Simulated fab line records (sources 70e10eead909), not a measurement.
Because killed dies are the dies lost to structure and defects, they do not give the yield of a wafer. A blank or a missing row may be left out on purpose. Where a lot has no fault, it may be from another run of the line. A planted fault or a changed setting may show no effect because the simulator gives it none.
Chamber matching -- flow nand_harc -- NHARC_A_STAIRCASE_DEP_301 on pecvd-01: 3 sister chambers
The step deposits SiON, target thk 30 nm. 6 wafers are shown with their chamber, then 8 later ones without.

== WAFERS, EACH WITH ITS CHAMBER ==
wafer,chamber,heater_power_w (W)
L081.1,1,828
L085.2,2,942
L085.5,2,926
L088.4,1,815
L088.6,0,761
L091.2,0,689

== WAFERS WITH NO CHAMBER GIVEN ==
wafer,heater_power_w (W)
L091.3,933
L091.6,938
L094.1,824
L094.2,721
L094.4,731
L097.4,768
L097.5,918
L097.6,832

== EACH ONE'S CHAMBER ==
wafer,from the rows above,in truth
L091.3,2,2
L091.6,2,2
L094.1,1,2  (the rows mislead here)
L094.2,0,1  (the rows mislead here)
L094.4,0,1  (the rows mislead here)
L097.4,can't be placed: 0 or 1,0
L097.5,2,2
L097.6,1,1
Correct placement for 4 of the 8. Not placeable from these rows: 1 (in 1, the candidates include the true chamber). Wrongly placed: 3.
How it was worked out, from the rows above alone: a wafer's distance from a chamber is the root of the sum, over the readings, of the square of ((its reading less the chamber's mean) divided by the reading's scatter). If the next closest chamber is less than 2 further off than the closest, the wafer can't be placed; otherwise it belongs to the closest. A chamber's mean is the mean of its shown wafers. The scatter: the root of (the sum of the squares of (reading less its chamber's mean) over the shown wafers, divided by (wafers less chambers)).
